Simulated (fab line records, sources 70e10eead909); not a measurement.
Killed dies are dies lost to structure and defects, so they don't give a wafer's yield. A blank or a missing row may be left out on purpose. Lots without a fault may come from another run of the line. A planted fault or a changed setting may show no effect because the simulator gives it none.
Chamber matching | flow nand_harc | NHARC_A_STAIRCASE_DEP_325 on pecvd-03: 3 sister chambers
The step deposits SiO2, target thk 7200 nm. 20 wafers are shown with their chamber, then 10 later ones without.

WAFERS WITH THEIR CHAMBER
wafer  | chamber | heater_power_w (W) | rf_fwd_power_W (W)
L075.3 | 2       | 737                | 499.5
L075.5 | 0       | 612                | 500.0
L075.6 | 1       | 579                | 500.5
L079.1 | 2       | 727                | 500.6
L079.3 | 0       | 668                | 501.4
L079.4 | 0       | 601                | 498.7
L081.2 | 1       | 739                | 500.7
L081.3 | 0       | 602                | 499.4
L081.5 | 0       | 608                | 499.7
L082.1 | 1       | 682                | 501.4
L082.2 | 0       | 668                | 499.1
L082.5 | 1       | 592                | 499.8
L085.2 | 0       | 663                | 499.8
L085.3 | 1       | 638                | 497.3
L085.4 | 1       | 582                | 497.7
L086.3 | 2       | 728                | 500.6
L086.4 | 1       | 589                | 497.8
L086.6 | 2       | 637                | 497.9
L089.1 | 1       | 666                | 499.7
L089.2 | 0       | 611                | 497.2

SIGNATURES (means of the wafers above)
reading        | chamber 0 | chamber 1 | chamber 2 | scatter within a chamber
heater_power_w | 629.12    | 633.38    | 707.25    | 46.8
rf_fwd_power_W | 499.413   | 499.363   | 499.650   | 1.37
Rule: a wafer's distance from a chamber is the root of the sum, over the readings, of the square of ((its reading less the chamber's mean) divided by the reading's scatter). The wafer belongs to the nearest chamber; if the next one is less than 2 further off, it can't be placed. The scatter: the root of (the sum of the squares of (reading less its chamber's mean) over the shown wafers, divided by (wafers less chambers)).

WAFERS WITHOUT THEIR CHAMBER
wafer  | heater_power_w (W) | rf_fwd_power_W (W)
L089.6 | 630                | 497.5
L090.2 | 786                | 500.1
L090.3 | 620                | 499.8
L090.5 | 614                | 500.9
L096.2 | 753                | 500.0
L096.3 | 820                | 499.9
L096.5 | 582                | 496.0
L094.1 | 722                | 499.6
L094.2 | 658                | 500.2
L094.4 | 578                | 499.4

WHICH CHAMBER EACH WENT THROUGH
wafer  | from the rows above          | in truth
L089.6 | can't be placed: 1 or 0 or 2 | 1
L090.2 | can't be placed: 2 or 1 or 0 | 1
L090.3 | can't be placed: 0 or 1 or 2 | 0
L090.5 | can't be placed: 0 or 1 or 2 | 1
L096.2 | can't be placed: 2 or 1 or 0 | 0
L096.3 | can't be placed: 2 or 1 or 0 | 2
L096.5 | can't be placed: 0 or 1 or 2 | 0
L094.1 | can't be placed: 2 or 1 or 0 | 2
L094.2 | can't be placed: 1 or 0 or 2 | 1
L094.4 | can't be placed: 0 or 1 or 2 | 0
Placed correctly: 0 of 10. Can't be placed from these rows: 10 (the true chamber is among the candidates in 10). Placed wrongly: 0.
